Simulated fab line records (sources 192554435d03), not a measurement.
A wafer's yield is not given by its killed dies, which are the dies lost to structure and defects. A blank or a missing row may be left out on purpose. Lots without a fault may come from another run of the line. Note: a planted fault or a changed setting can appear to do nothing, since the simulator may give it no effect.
fab line records | flow n5_finfet
record lots=8 | wafers=24 | last_day=20
route steps=1938 shown BEOL_M0_SAQP@659 BEOL_M0_CUTY@710 BEOL_M4@1111 PASSIVATION@1936
lots that met no fault: from a run of the same line without faults
start_h: the number of hours between the record's first day and the start of the first shown wafer of the lot | wait_h: hours since the lot's step before | " the same as in the row above | L1.1+2: one row covering several wafers at once | - value missing, or start not given | * or withheld: withheld | < > ~ a bound
route shown NAME@n: names a module that has steps shown in the file, with the first one's number in the route | usual: mean and standard deviation over wafers with no fault | same: alike in all rows | chamber/n: place in a boat | sites: the reading at each site | _std_site: standard deviation of those values | _edge_site: inner sites' mean taken away from outer sites' mean | radius_mm: for every site, how far away it sits from the centre of the wafer | mask NAME#n: copy n | behind: the most recent tool/chamber to have shaped the wafer | hold: the reason the lot was held/the length of the hold in hours/how it ended | device: whichever transistor did not switch (one of n, p or np) | end of line: the route-end tests of the same wafers | where a step has no rows: the recipe by itself | killed: dies that structure and defects cost at the first sort, which is not the same as the wafer's yield | map: dies across one wafer; x = killed, . = not, _ = none there
set.NAME: the setting that was run; set.NAME@STEP: the one run at that earlier step | model.NAME: the simulator's own value behind a step, which no gauge read
a sample of lots followed through the steps of the route, with each step as a table and each wafer as a row
services: from which hour (start_h, from the record's first day; less than 0 if before it) a tool's chamber was out of use, for how many hours, and why
## steps
# step N5_BEOL_M0_SAQP_STRIP_86
# recipe chemistry=N2/H2 | power_w=500 | temp_c=40 | pressure_mtorr=50 | rf_frequency_hz=6e+07 | overash_fraction=0.3 | bias_power_w=28 | h2_frac=0.5 | n2_flow_sccm=300 | h2_flow_sccm=300
# usual chamber_pressure_mTorr=50.00/0.071 | drypump_motor_current_A=5.7/0.49 | oes_product_au=0.75/0.073 | rf_vpp_V=122.0/1.4 | showerhead_plenum_p_Torr=3.36/0.13 | temp_c=40.01/0.11 | throttle_valve_pct=18.70/0.23
lot.wafer | tool        | chamber | start_h | wait_h | chamber_pressure_mTorr | drypump_motor_current_A | oes_product_au | rf_hours_counter_h | rf_vpp_V | showerhead_plenum_p_Torr | temp_c | throttle_valve_pct
L147.2    | rie_diel-05 | 1       | 117.51  | 0.1    | 49.93                  | 5.4                     | 0.91           | 31                 | 122.9    | 3.56                     | 40.04  | 18.20
L147.4    | "           | 0       | "       | "      | 50.02                  | 5.6                     | 0.71           | 231                | 121.8    | 3.32                     | 40.03  | 18.93
L147.5    | "           | 2       | "       | "      | 50.07                  | 5.6                     | 0.67           | -                  | 122.0    | 3.17                     | 40.00  | 18.82
L150.1    | rie_diel-02 | 0       | 132.23  | 0.1    | 50.00                  | 5.0                     | 0.71           | 220                | 122.6    | 3.45                     | 39.87  | 18.75
L150.4    | "           | 2       | "       | "      | 49.97                  | 5.6                     | 0.75           | 169                | 120.4    | 3.49                     | 40.01  | 19.00
L150.5    | "           | 3       | "       | "      | 49.92                  | 6.0                     | 0.74           | -                  | 121.3    | 3.19                     | 39.96  | 18.41
L157.3    | rie_diel-02 | 2       | 178.70  | 0.1    | 50.03                  | 5.6                     | 0.76           | 183                | 122.2    | 3.48                     | 40.01  | 19.03
L157.4    | "           | 0       | "       | "      | 50.10                  | 5.1                     | 0.70           | 233                | 120.4    | 3.45                     | 39.79  | 18.77
L157.6    | "           | 2       | "       | "      | 50.07                  | 5.6                     | 0.74           | -                  | 122.1    | 3.48                     | 40.30  | 18.99
L164.3    | rie_diel-03 | 1       | 216.58  | 0.1    | 50.05                  | 6.3                     | 0.94           | 7                  | 121.5    | 3.29                     | 39.97  | 18.42
L164.4    | "           | 2       | "       | "      | 50.08                  | 5.6                     | 0.67           | 247                | 125.1    | 3.44                     | 39.92  | 18.84
L164.5    | "           | 2       | "       | "      | 50.09                  | 5.7                     | 0.66           | -                  | 121.9    | 3.44                     | 39.94  | 18.84
L165.1    | rie_diel-02 | 3       | 224.34  | 0.1    | 49.89                  | 6.0                     | 0.73           | 201                | 121.5    | 3.17                     | 39.90  | 18.45
L165.2    | "           | 2       | "       | "      | 49.96                  | 5.6                     | 0.73           | 198                | 123.4    | 3.47                     | 39.94  | 19.05
L165.6    | "           | 2       | "       | "      | 49.94                  | 5.6                     | 0.74           | -                  | 121.5    | 3.47                     | 39.98  | 19.04
L167.2    | rie_diel-05 | 1       | 231.28  | 0.1    | 49.88                  | 5.4                     | 0.85           | 69                 | 123.0    | 3.53                     | 39.96  | 18.25
L167.3    | "           | 3       | "       | "      | 50.11                  | 5.0                     | 0.70           | 237                | 118.4    | 3.41                     | 40.00  | 18.55
L167.6    | "           | 3       | "       | "      | 50.06                  | 4.9                     | 0.69           | -                  | 122.9    | 3.41                     | 40.03  | 18.52
L168.1    | rie_diel-02 | 1       | 237.91  | 0.1    | 50.08                  | 6.4                     | 0.76           | 141                | 120.6    | 3.21                     | 39.90  | 18.82
L168.2    | "           | 3       | "       | "      | 50.06                  | 6.0                     | 0.71           | 207                | 120.6    | 3.17                     | 40.01  | 18.48
L168.4    | "           | 3       | "       | "      | 50.01                  | 6.0                     | 0.70           | -                  | 121.3    | 3.17                     | 40.17  | 18.48
L169.1    | rie_diel-02 | 2       | 250.46  | 0.1    | 49.83                  | 5.6                     | 0.72           | 212                | 123.4    | 3.46                     | 40.15  | 19.06
L169.2    | "           | 1       | "       | "      | 50.15                  | 6.5                     | 0.75           | 149                | 121.9    | 3.21                     | 40.01  | 18.80
L169.4    | "           | 1       | "       | "      | 49.95                  | 6.5                     | 0.74           | -                  | 122.1    | 3.21                     | 40.04  | 18.79
# step N5_BEOL_M0_SAQP_STRIP_115
# recipe chemistry=post_etch_residue_remover | time_s=60 | temp_c=25 | remover_ph=withheld | remover_water_wt_pct=withheld | remover_fluoride_wt_pct=withheld
# usual temp_c=24.99/0.1
lot.wafer | tool         | chamber | start_h | wait_h | temp_c
L147.2    | wet_bench-04 | 1       | 117.57  | -      | 24.97
L147.4    | "            | 4       | "       | "      | 24.92
L147.5    | "            | 0       | "       | "      | 24.86
L150.1    | wet_bench-04 | 1       | 132.30  | -      | 25.05
L150.4    | "            | 6       | "       | "      | 25.20
L150.5    | "            | 5       | "       | "      | 25.14
L157.3    | wet_bench-01 | 6       | 178.77  | -      | 25.03
L157.4    | "            | 5       | "       | "      | 25.01
L157.6    | "            | 2       | "       | "      | 25.03
L164.3    | wet_bench-01 | 2       | 216.65  | -      | 25.07
L164.4    | "            | 6       | "       | "      | 25.07
L164.5    | "            | 3       | "       | "      | 25.02
L165.1    | wet_bench-01 | 6       | 224.41  | -      | 24.94
L165.2    | "            | 5       | "       | "      | 24.99
L165.6    | "            | 1       | "       | "      | 24.97
L167.2    | wet_bench-01 | 5       | 231.35  | -      | 24.97
L167.3    | "            | 2       | "       | "      | 24.89
L167.6    | "            | 3       | "       | "      | 24.91
L168.1    | wet_bench-04 | 5       | 237.98  | -      | 24.82
L168.2    | "            | 0       | "       | "      | 24.84
L168.4    | "            | 1       | "       | "      | 24.89
L169.1    | wet_bench-04 | 3       | 250.52  | -      | 24.83
L169.2    | "            | 1       | "       | "      | 25.03
L169.4    | "            | 2       | "       | "      | 25.24
# step N5_BEOL_M0_SAQP_SPACER2_ALD_26
# recipe material=SiO2 | target_thk_a=150 | temp_c=300 | ald_precursor_family=BDEAS | ald_co_reactant=O2-plasma | pulse_time_s=1 | purge_time_s=2 | co_reactant_purge_time_s=2 | pressure_torr=2
# usual chamber_pressure_Torr=2.000/0.0045 | heater_power_w=465/25 | precursor_pulse_height_rel=1.000/0.019
lot.wafer | tool       | chamber | start_h | wait_h | chamber_pressure_Torr | heater_power_w | precursor_pulse_height_rel
L147.2    | ald_sin-03 | 0       | 119.82  | 0.1    | 2.008                 | 529            | 0.985
L147.4    | "          | 1       | "       | "      | 1.995                 | 455            | 1.011
L147.5    | "          | 3       | "       | "      | 2.003                 | 465            | 0.971
L150.1    | ald_sin-02 | 1       | 134.53  | 0.1    | 2.001                 | 450            | 0.997
L150.4    | "          | 2       | "       | "      | 2.002                 | 464            | 1.023
L150.5    | "          | 1       | "       | "      | 1.997                 | 429            | 1.007
L157.3    | ald_sin-02 | 2       | 182.69  | 0.5    | 1.997                 | 450            | 1.017
L157.4    | "          | 3       | "       | "      | 1.995                 | 461            | 1.013
L157.6    | "          | 1       | "       | "      | 1.993                 | 451            | 0.992
L164.3    | ald_sin-01 | 0       | 219.14  | 0.1    | 2.007                 | 438            | 1.007
L164.4    | "          | 1       | "       | "      | 1.999                 | 499            | 0.958
L164.5    | "          | 2       | "       | "      | 2.006                 | 471            | 0.964
L165.1    | ald_sin-02 | 1       | 226.71  | 0.3    | 1.997                 | 434            | 1.005
L165.2    | "          | 2       | "       | "      | 1.995                 | 470            | 0.987
L165.6    | "          | 2       | "       | "      | 1.993                 | 473            | 1.002
L167.2    | ald_sin-01 | 1       | 234.62  | 0.1    | 2.004                 | 500            | 0.982
L167.3    | "          | 2       | "       | "      | 2.007                 | 458            | 0.974
L167.6    | "          | 3       | "       | "      | 1.996                 | 467            | 1.018
L168.1    | ald_sin-03 | 1       | 240.24  | 0.1    | 1.999                 | 478            | 0.986
L168.2    | "          | 3       | "       | "      | 1.996                 | 457            | 0.990
L168.4    | "          | 2       | "       | "      | 2.004                 | 441            | 0.999
L169.1    | ald_sin-01 | 1       | 253.27  | 0.1    | 1.990                 | 497            | 1.000
L169.2    | "          | 0       | "       | "      | 2.006                 | 437            | 1.018
L169.4    | "          | 2       | "       | "      | 1.993                 | 473            | 0.975
# step N5_BEOL_M0_SAQP_INSPECT_42
# recipe mode=adi | inspect_instrument=brightfield
# usual raw_defect_count=289/79
lot.wafer | tool              | chamber | start_h | wait_h | raw_defect_count
L147.2    | defect_inspect-01 | -       | 121.01  | 0.0    | 222
L147.4    | "                 | -       | "       | "      | 298
L147.5    | "                 | -       | "       | "      | 256
L150.1    | defect_inspect-01 | -       | 135.80  | 0.1    | 239
L150.4    | "                 | -       | "       | "      | 222
L150.5    | "                 | -       | "       | "      | 234
L157.3    | defect_inspect-02 | -       | 183.96  | 0.0    | 343
L157.4    | "                 | -       | "       | "      | 324
L157.6    | "                 | -       | "       | "      | 373
L164.3    | defect_inspect-01 | -       | 220.28  | 0.0    | 205
L164.4    | "                 | -       | "       | "      | 272
L164.5    | "                 | -       | "       | "      | 213
L165.1    | defect_inspect-01 | -       | 227.85  | 0.1    | 707
L165.2    | "                 | -       | "       | "      | 717
L165.6    | "                 | -       | "       | "      | 889
L167.2    | defect_inspect-01 | -       | 235.77  | 0.1    | 605
L167.3    | "                 | -       | "       | "      | 650
L167.6    | "                 | -       | "       | "      | 753
L168.1    | defect_inspect-01 | -       | 241.44  | 0.1    | 202
L168.2    | "                 | -       | "       | "      | 185
L168.4    | "                 | -       | "       | "      | 189
L169.1    | defect_inspect-01 | -       | 255.67  | 0.1    | 243
L169.2    | "                 | -       | "       | "      | 345
L169.4    | "                 | -       | "       | "      | 346
# step N5_BEOL_M0_SAQP_DESCUM_45
# recipe chemistry=O2 | time_s=7 | source_power_w=50 | bias_power_w=20 | pressure_mtorr=20 | rf_frequency_hz=2.712e+07 | temp_c=40 | resist=CAR-EUV | o2_flow_sccm=225
# usual chamber_pressure_mTorr=20.001/0.019 | drypump_motor_current_A=5.6/0.46 | oes_product_au=0.76/0.091 | rf_vpp_V=243.3/1.4 | showerhead_plenum_p_Torr=2.11/0.072 | temp_c=39.98/0.1 | throttle_valve_pct=20.30/0.19
lot.wafer | tool        | chamber | start_h | wait_h | chamber_pressure_mTorr | drypump_motor_current_A | oes_product_au | rf_hours_counter_h | rf_vpp_V | showerhead_plenum_p_Torr | temp_c | throttle_valve_pct
L147.2    | rie_diel-02 | 3       | 121.04  | 0.0    | 19.989                 | 6.0                     | 0.75           | 169                | 241.6    | 2.00                     | 40.16  | 20.36
L147.4    | "           | 1       | "       | "      | 20.024                 | 6.4                     | 0.79           | 110                | 242.6    | 2.02                     | 39.96  | 20.53
L147.5    | "           | 0       | "       | "      | 19.980                 | 5.0                     | 0.70           | -                  | 245.4    | 2.16                     | 39.92  | 20.20
L150.1    | rie_diel-05 | 1       | 135.83  | 0.0    | 20.028                 | 5.4                     | 0.89           | 37                 | 245.6    | 2.21                     | 40.07  | 20.05
L150.4    | "           | 3       | "       | "      | 19.977                 | 4.9                     | 0.70           | 209                | 244.2    | 2.16                     | 39.96  | 20.37
L150.5    | "           | 3       | "       | "      | 19.999                 | 4.9                     | 0.70           | -                  | 244.9    | 2.16                     | 39.97  | 20.37
L157.3    | rie_diel-03 | 0       | 184.15  | 0.2    | 20.015                 | 5.1                     | 0.72           | 202                | 243.6    | 2.15                     | 40.06  | 20.39
L157.4    | "           | 0       | "       | "      | 20.022                 | 5.1                     | 0.72           | -                  | 242.6    | 2.15                     | 40.02  | 20.39
L157.6    | "           | 2       | "       | "      | 20.001                 | 5.6                     | 0.68           | -                  | 245.1    | 2.13                     | 40.03  | 20.23
L164.3    | rie_diel-03 | 1       | 220.33  | 0.0    | 20.013                 | 6.3                     | 0.94           | 8                  | 242.2    | 2.05                     | 39.84  | 19.90
L164.4    | "           | 0       | "       | "      | 20.017                 | 5.1                     | 0.71           | 211                | 244.4    | 2.15                     | 39.99  | 20.42
L164.5    | "           | 3       | "       | "      | 20.019                 | 5.1                     | 0.82           | -                  | 243.0    | 2.11                     | 39.89  | 20.15
L165.1    | rie_diel-02 | 3       | 227.88  | 0.0    | 20.007                 | 6.0                     | 0.71           | 202                | 240.5    | 1.99                     | 39.97  | 20.43
L165.2    | "           | 0       | "       | "      | 20.001                 | 5.0                     | 0.67           | 248                | 245.2    | 2.15                     | 39.74  | 20.26
L165.6    | "           | 2       | "       | "      | 20.017                 | 5.6                     | 0.73           | -                  | 243.2    | 2.17                     | 40.04  | 20.33
L167.2    | rie_diel-03 | 0       | 235.84  | 0.1    | 20.007                 | 5.1                     | 0.70           | 216                | 246.0    | 2.15                     | 39.99  | 20.44
L167.3    | "           | 1       | "       | "      | 19.965                 | 6.3                     | 0.92           | 13                 | 243.1    | 2.05                     | 39.92  | 19.90
L167.6    | "           | 1       | "       | "      | 20.036                 | 6.3                     | 0.92           | -                  | 241.5    | 2.05                     | 39.93  | 19.90
L168.1    | rie_diel-05 | 1       | 241.50  | 0.1    | 19.990                 | 5.4                     | 0.84           | 73                 | 244.4    | 2.20                     | 40.13  | 20.07
L168.2    | "           | 2       | "       | "      | 19.994                 | 5.6                     | 1.02           | 0                  | 244.3    | 2.26                     | 39.88  | 20.33
L168.4    | "           | 0       | "       | "      | 19.989                 | 5.6                     | 0.95           | 13                 | 243.0    | 2.07                     | 39.98  | 20.44
L169.1    | rie_diel-03 | 2       | 255.70  | 0.0    | 20.004                 | 5.6                     | 1.01           | 0                  | 244.0    | 2.13                     | 39.95  | 19.90
L169.2    | "           | 1       | "       | "      | 20.009                 | 6.3                     | 0.91           | 15                 | 241.7    | 2.05                     | 40.00  | 19.91
L169.4    | "           | 3       | "       | "      | 20.000                 | 5.2                     | 0.81           | 76                 | 243.3    | 2.10                     | 39.87  | 20.15
# step N5_BEOL_M0_CUTY_INSPECT_59
# recipe mode=adi | inspect_instrument=macro
# usual raw_defect_count=2.0/1.3
lot.wafer | tool              | chamber | start_h | wait_h | raw_defect_count
L147.2    | defect_inspect-02 | -       | 122.40  | 0.0    | 3
L147.4    | "                 | -       | "       | "      | 3
L147.5    | "                 | -       | "       | "      | 4
L150.1    | defect_inspect-01 | -       | 137.19  | 0.0    | 5
L150.4    | "                 | -       | "       | "      | 6
L150.5    | "                 | -       | "       | "      | 1
L157.3    | defect_inspect-02 | -       | 185.55  | 0.0    | 1
L157.4    | "                 | -       | "       | "      | 2
L157.6    | "                 | -       | "       | "      | 3
L164.3    | defect_inspect-02 | -       | 221.69  | 0.0    | 2
L164.4    | "                 | -       | "       | "      | 2
L164.5    | "                 | -       | "       | "      | 1
L165.1    | defect_inspect-01 | -       | 229.49  | 0.0    | >300
L165.2    | "                 | -       | "       | "      | >300
L165.6    | "                 | -       | "       | "      | >300
L167.2    | defect_inspect-01 | -       | 237.24  | 0.0    | >300
L167.3    | "                 | -       | "       | "      | >300
L167.6    | "                 | -       | "       | "      | >300
L168.1    | defect_inspect-02 | -       | 242.99  | 0.0    | 2
L168.2    | "                 | -       | "       | "      | 1
L168.4    | "                 | -       | "       | "      | 3
L169.1    | defect_inspect-02 | -       | 257.06  | 0.0    | 0
L169.2    | "                 | -       | "       | "      | 0
L169.4    | "                 | -       | "       | "      | 4
# step N5_BEOL_M4_RC_MEAS_101
# usual DIBL_N=36.0/1.9 | DIBL_P=35.6/2.2 | IOFF_N=0.15/0.031 | IOFF_P=0.19/0.032 | ION_N=668/11 | ION_P=455/7.2 | SS_N=71.5/0.65 | SS_P=73.4/0.64 | VT_N=251/3.6 | VT_P=-253/3.3
lot.wafer | tool      | chamber | start_h | wait_h | DIBL_N[mV/V] | DIBL_P[mV/V] | IOFF_N[nA/um] | IOFF_P[nA/um] | ION_N[uA/um] | ION_P[uA/um] | SS_N[mV/dec] | SS_P[mV/dec] | VT_N[mV] | VT_P[mV]
L147.2    | prober-02 | 0       | 193.89  | 0.2    | 35.0         | 34.2         | 0.11          | 0.14          | 661          | 445          | 72.1         | 72.7         | 258      | -259
L147.4    | "         | 0       | "       | "      | 35.1         | 34.4         | 0.12          | 0.14          | 658          | 444          | 71.0         | 72.9         | 254      | -256
L147.5    | "         | 0       | "       | "      | 36.2         | 36.1         | 0.13          | 0.16          | 669          | 453          | 71.8         | 73.5         | 252      | -258
L150.1    | prober-01 | 0       | 215.89  | 0.0    | 34.7         | 34.5         | 0.14          | 0.19          | 665          | 458          | 70.7         | 72.5         | 252      | -251
L150.4    | "         | 0       | "       | "      | 40.0         | 38.0         | 0.23          | 0.25          | 681          | 457          | 72.7         | 74.4         | 249      | -250
L150.5    | "         | 0       | "       | "      | 37.7         | 36.0         | 0.18          | 0.22          | 669          | 465          | 71.5         | 74.2         | 249      | -251
L157.3    | prober-02 | 0       | 292.35  | 0.3    | 33.7         | 31.6         | 0.12          | 0.15          | 657          | 449          | 70.3         | 73.2         | 254      | -255
L157.4    | "         | 0       | "       | "      | 33.0         | 31.3         | 0.12          | 0.15          | 653          | 451          | 70.8         | 72.9         | 254      | -258
L157.6    | "         | 0       | "       | "      | 34.4         | 33.1         | 0.13          | 0.17          | 658          | 456          | 70.9         | 73.0         | 253      | -253
L164.3    | prober-02 | 0       | 313.97  | 0.3    | 39.8         | 39.7         | 0.22          | 0.24          | 700          | 467          | 71.8         | 74.1         | 248      | -250
L164.4    | "         | 0       | "       | "      | 38.8         | 38.4         | 0.18          | 0.24          | 674          | 462          | 72.7         | 74.6         | 248      | -252
L164.5    | "         | 0       | "       | "      | 38.1         | 37.0         | 0.17          | 0.20          | 671          | 458          | 71.4         | 73.9         | 250      | -253
L167.2    | prober-02 | 0       | 325.97  | 0.2    | 38.4         | 38.5         | 0.20          | 0.25          | 679          | 460          | 72.8         | 73.9         | 247      | -249
L167.3    | "         | 0       | "       | "      | 35.8         | 34.8         | 0.15          | 0.20          | 679          | 463          | 71.7         | 73.3         | 251      | -251
L167.6    | "         | 0       | "       | "      | 36.5         | 36.0         | 0.17          | 0.22          | 675          | 465          | 72.1         | 74.1         | 250      | -252
L165.1    | prober-01 | 0       | 331.90  | 0.0    | 37.3         | 36.5         | 0.17          | 0.20          | 679          | 457          | 71.4         | 73.6         | 247      | -251
L165.2    | "         | 0       | "       | "      | 36.7         | 35.3         | 0.15          | 0.18          | 665          | 451          | 72.2         | 72.7         | 250      | -253
L165.6    | "         | 0       | "       | "      | 38.7         | 39.4         | 0.21          | 0.25          | 686          | 462          | 72.4         | 73.9         | 243      | -251
L168.1    | prober-02 | 0       | 333.71  | 0.0    | 33.1         | 33.5         | 0.11          | 0.13          | 662          | 444          | 70.6         | 72.9         | 259      | -262
L168.2    | "         | 0       | "       | "      | 34.7         | 35.8         | 0.13          | 0.16          | 666          | 443          | 71.6         | 73.6         | 255      | -262
L168.4    | "         | 0       | "       | "      | 34.6         | 37.0         | 0.14          | 0.17          | 665          | 449          | 71.9         | 74.3         | 252      | -259
L169.1    | prober-01 | 0       | 361.52  | 0.0    | 34.9         | 33.6         | 0.13          | 0.17          | 671          | 460          | 71.2         | 73.1         | 250      | -252
L169.2    | "         | 0       | "       | "      | 34.3         | 33.6         | 0.12          | 0.18          | 653          | 451          | 70.9         | 73.2         | 254      | -253
L169.4    | "         | 0       | "       | "      | 37.0         | 36.7         | 0.16          | 0.24          | 684          | 469          | 71.4         | 74.6         | 248      | -246
# step N5_PASSIVATION_PROBE_49
# usual defect_limited_yield=91.3/1.4 | killed_at_M0_to_M3=34/10 | killed_at_M4_up=14/5.5 | killed_at_contacts=12/6 | killed_at_front_end=40/10 | killed_at_other=3.0/2.4 | killed_dies=103/17 | killed_open=68/13 | killed_short=34/7.8 | sort_bin_5_function=5.1/0.97 | sort_bin_6_memory=3.3/0.66 | sort_bin_8_speed=0.02/0.12 | sort_n_pass=1077/17 | sort_yield_pct=91.2/1.4
# same gross_dies=1180 | killed_at_back_side=0 | sort_bin_4_leakage[%]=0
lot.wafer | tool      | chamber | start_h | wait_h | defect_limited_yield[%] | killed_at_M0_to_M3 | killed_at_M4_up | killed_at_contacts | killed_at_front_end | killed_at_other | killed_dies | killed_open | killed_short | sort_bin_5_function[%] | sort_bin_6_memory[%] | sort_bin_8_speed[%] | sort_n_pass | sort_yield_pct[%]
L165.1    | prober-01 | -       | 428.06  | 0.0    | 82.9                    | 145                | 17              | 4                  | 34                  | 2               | 202         | 63          | 25           | 10.8                   | 3.8                  | 0                   | 978         | 82.9
L165.2    | prober-01 | -       | 428.11  | 0.1    | 80.8                    | 144                | 19              | 11                 | 53                  | 0               | 227         | 93          | 28           | 13.1                   | 4.5                  | 0                   | 953         | 80.8
L165.6    | prober-01 | -       | 428.31  | 0.3    | 79.3                    | 164                | 14              | 13                 | 50                  | 3               | 244         | 96          | 27           | 14.2                   | 4.7                  | 0                   | 936         | 79.3
L167.2    | prober-01 | -       | 450.33  | 0.1    | 81.3                    | 154                | 15              | 6                  | 41                  | 5               | 221         | 60          | 38           | 11.4                   | 4.6                  | 0                   | 959         | 81.3
L167.3    | prober-01 | -       | 450.38  | 0.1    | 86.4                    | 104                | 15              | 3                  | 34                  | 4               | 160         | 50          | 32           | 9.6                    | 2.3                  | 0                   | 1020        | 86.4
L167.6    | prober-01 | -       | 450.53  | 0.3    | 85.2                    | 120                | 10              | 6                  | 32                  | 7               | 175         | 49          | 25           | 9.2                    | 3.9                  | 0                   | 1005        | 85.2
# killed by level:class
L165.1 BEOL_M0_SAQP:unspecified=110 STI_FIN_REVEAL:geometric_particle:open=9 BEOL_M3:geometric_particle:open=8 BEOL_M4:geometric_particle:open=7 BEOL_M0:geometric_particle:open=6 BEOL_M1:geometric_particle:open=6 FIN_SAQP:geometric_particle:open=5 BEOL_M1:geometric_particle:short=4
L165.2 BEOL_M0_SAQP:unspecified=106 STI_FIN_REVEAL:geometric_particle:open=21 MOL_CONTACT_COAG:geometric_particle:open=11 BEOL_M4:geometric_particle:open=10 BEOL_M1:geometric_particle:open=8 FIN_SAQP:geometric_particle:open=7 BEOL_M0_SAQP:geometric_particle:open=7 BEOL_M3:geometric_particle:open=7
L165.6 BEOL_M0_SAQP:unspecified=119 STI_FIN_REVEAL:geometric_particle:open=19 MOL_CONTACT_COAG:geometric_particle:open=12 BEOL_M1:geometric_particle:open=11 FIN_SAQP:geometric_particle:open=9 BEOL_M3:geometric_particle:open=8 BEOL_M0_SAQP:geometric_particle:short=8 BEOL_M0_SAQP:geometric_particle:open=7
L167.2 BEOL_M0_SAQP:unspecified=120 FIN_SAQP:geometric_particle:short=10 BEOL_M0_SAQP:geometric_particle:short=10 BEOL_M0_SAQP:geometric_particle:open=7 BEOL_M1:geometric_particle:open=7 DUMMY_GATE:geometric_particle:open=6 MOL_CONTACT_COAG:geometric_particle:open=6 GATE_CUT:geometric_particle:short=5
L167.3 BEOL_M0_SAQP:unspecified=77 STI_FIN_REVEAL:geometric_particle:open=8 FIN_SAQP:geometric_particle:open=6 BEOL_M0_SAQP:geometric_particle:short=6 BEOL_M3:geometric_particle:short=6 FIN_SAQP:geometric_particle:short=5 BEOL_M4:geometric_particle:open=4 BEOL_M0_SAQP:geometric_particle:open=4
L167.6 BEOL_M0_SAQP:unspecified=98 FIN_SAQP:geometric_particle:open=8 BEOL_M3:geometric_particle:open=7 GATE_CUT:geometric_particle:short=6 MOL_CONTACT_COAG:geometric_particle:open=5 BEOL_M0_SAQP:geometric_particle:open=5 FIN_SAQP:geometric_particle:short=4 BEOL_M5:geometric_particle:open=4
## services
tool        | chamber | start_h | hours | kind
rie_diel-03 | -       | 107.77  | 2.8   | pm
rie_diel-02 | 1       | 125.47  | 2.9   | repair
ald_sin-03  | -       | 140.53  | 6.0   | pm
rie_diel-05 | -       | 154.02  | 2.8   | pm
rie_diel-02 | 1       | 154.53  | 9.8   | repair
rie_diel-03 | 1       | 154.81  | -     | clean
rie_diel-03 | 1       | 154.81  | -     | consumable_replace:focus_ring
rie_diel-03 | 1       | 154.81  | 34.2  | scheduled_down
rie_diel-03 | 1       | 154.81  | 34.2  | vent_cycle
ald_sin-02  | -       | 157.48  | 6.1   | pm
rie_diel-05 | 3       | 171.94  | 12.6  | repair
ald_sin-03  | -       | 176.75  | 14.0  | pm
ald_sin-01  | 0       | 190.28  | 2.5   | repair
rie_diel-03 | 0       | 202.03  | 2.2   | repair
ald_sin-02  | 1       | 214.48  | 2.8   | repair
ald_sin-02  | 0       | 225.36  | 14.4  | repair
rie_diel-03 | 2       | 225.93  | -     | clean
rie_diel-03 | 2       | 225.93  | -     | consumable_replace:focus_ring
rie_diel-02 | 1       | 229.90  | 7.5   | repair
rie_diel-02 | 0       | 237.40  | -     | clean
rie_diel-02 | 0       | 237.40  | -     | consumable_replace:focus_ring
rie_diel-02 | 0       | 237.40  | 18.5  | scheduled_down
rie_diel-02 | 0       | 237.40  | 18.5  | vent_cycle
rie_diel-03 | -       | 240.30  | 14.6  | pm
## key
first_sign step=N5_BEOL_M0_SAQP_INSPECT_42 | reading=raw_defect_count | direction=up | sigmas=5.5 | usual=289 | struck=720
effect step=N5_BEOL_M0_CUTY_INSPECT_59 | reading=raw_defect_count | direction=up | sigmas=99+ | usual=2.0 | struck=>300
effect step=N5_PASSIVATION_PROBE_49 | reading=killed_at_M0_to_M3 | direction=up | sigmas=10 | usual=34 | struck=138
more_kills_born_at N5_BEOL_M0_SAQP_STRIP_115@wet_bench-01=630
met_at N5_BEOL_M0_SAQP_STRIP_115
struck_lots L165,L167
not_acting_at N5_BEOL_M0_SAQP_STRIP_86,N5_BEOL_M0_SAQP_SPACER2_ALD_26,N5_BEOL_M0_SAQP_DESCUM_45
onset_between 216.65 224.41
fault kind=chamber_particle_source | tool=wet_bench-01 | chamber=- | onset_h=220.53 | steps=N5_BEOL_M0_SAQP_STRIP_115 | rate_per_visit_cm2=0.67246 | end_h=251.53
